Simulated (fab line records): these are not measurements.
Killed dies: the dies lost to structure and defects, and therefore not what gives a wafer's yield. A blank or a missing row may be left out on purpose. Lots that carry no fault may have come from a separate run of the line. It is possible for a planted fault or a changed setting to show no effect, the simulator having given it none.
A struck lot beside a sound one	flow n5Finfet	15 steps out of a route of 1938
Sound: these wafers, L767.1, L767.3, L767.5. Struck: wafer L777.4 (L777.1, L777.3, from the same lot, were not struck and are left out); the cause is given at the end.
For every step that has rows: the tool of each side, followed by ch and its chambers, followed by its first start. Under that, the readings that differ: sound wafers	struck wafers	difference of the means	sigmas: that difference in standard deviations of wafers without a fault.
alike: same words and numbers on both sides, and readings whose means sit less than 2 such deviations apart. not compared: any withheld reading, any reading some wafer has no value for, any bound like >300 that may hide the same value, and any number with overlapping values for which the record gives no deviation.
Wherever a step has rows on one side only, a row that says differs or no value, or a row with sigmas, the two part there. Non-overlapping numbers with no deviation appear without sigmas and do not part them. A reading missing from all wafers of one side parts the sides only when that side holds two or more wafers.

first, 8 steps without rows for these wafers: N5_MIM_TOP_LITHO_HMDS_01 (time 60 s); N5_MIM_TOP_LITHO_COAT_02; N5_MIM_TOP_LITHO_EBR_04; N5_MIM_TOP_LITHO_SOFTBAKE_03 (time 90 s); N5_MIM_TOP_LITHO_EXPOSE_05 (exposes mask MIM TOP, target cd 2000 nm); N5_MIM_TOP_LITHO_PEB_06; N5_MIM_TOP_LITHO_DEVELOP_07 (develop time 60 s); N5_MIM_TOP_LITHO_HARDBAKE_09 (time 120 s).
N5_MIM_TOP_LITHO_CD_MEAS_08: target cd 2000 nm.
  sound on cdSem-03 ch 0, day 12 23:28; struck on cdSem-03 ch 0, day 15 19:57
  alike: cdNm
N5_MIM_TOP_LITHO_OVL_MEAS_11:
  sound on overlay-02 ch 0, day 12 23:30; struck on overlay-01 ch 0, day 15 19:59
  alike: MIM_TOP_OVL
N5_MIM_TOP_LITHO_INSPECT_12: inspects for defects (macro).
  struck on defectInspect-01, day 15 20:00; sound on defectInspect-02, day 12 23:31
reading	sound	struck	difference	sigmas
rawDefectCount	4 3 2	0	-3	-2
N5_MIM_TOP_LITHO_DESCUM_10: chemistry O2, time 7.9 s.
  sound on rieDiel-01 ch 0,1,3, day 12 23:45; struck on rieDiel-06 ch 1, day 15 20:02
  alike: drypumpMotorCurrentA, oesProductAu, rfVppV, showerheadPlenumPTorr, throttleValvePct
  not compared: rfHoursCounterH
N5_MIM_TOP_ETCH_ETCH_00: etches TiN in Cl2/BCl3, target depth 38.5 nm.
  sound on rieMetal-03 ch 0,1, day 12 23:50; struck on rieMetal-02 ch 1, day 15 20:07
reading	sound	struck	difference	sigmas
biasW (W)	126.9 125.9 126.0	143.2	+16.9	+45
model.etch.depthNm (nm)	38.05 37.55 37.83	39.45	+1.64	
model.MIM_TOP_ETCH.featureDepthNm (nm)	38 37.6 37.8	39.4	+1.6	
  alike: bcl3FlowSccm, drypumpMotorCurrentA, mfcCl2Sccm, oesProductAu, throttleValvePct
  not compared: rfHoursCounterH
N5_MIM_TOP_ETCH_STRIP_01: strips in O2.
  sound on rieDiel-03 ch 0,1,3, day 12 23:59; struck on rieDiel-03 ch 0, day 15 20:16
reading	sound	struck	difference	sigmas
rfVppV (V)	1.1 4.8 4.1	6.6	+3.3	+3
  alike: drypumpMotorCurrentA, oesProductAu, showerheadPlenumPTorr, throttleValvePct
  not compared: rfHoursCounterH
following that, these wafers have no rows for 1 step: N5_PASSIVATION_PROBE_49.

WHERE THEY PART
Last at N5_MIM_TOP_ETCH_STRIP_01 as far as this record goes, first at N5_MIM_TOP_LITHO_INSPECT_12.

WHY: the cause the simulator had injected
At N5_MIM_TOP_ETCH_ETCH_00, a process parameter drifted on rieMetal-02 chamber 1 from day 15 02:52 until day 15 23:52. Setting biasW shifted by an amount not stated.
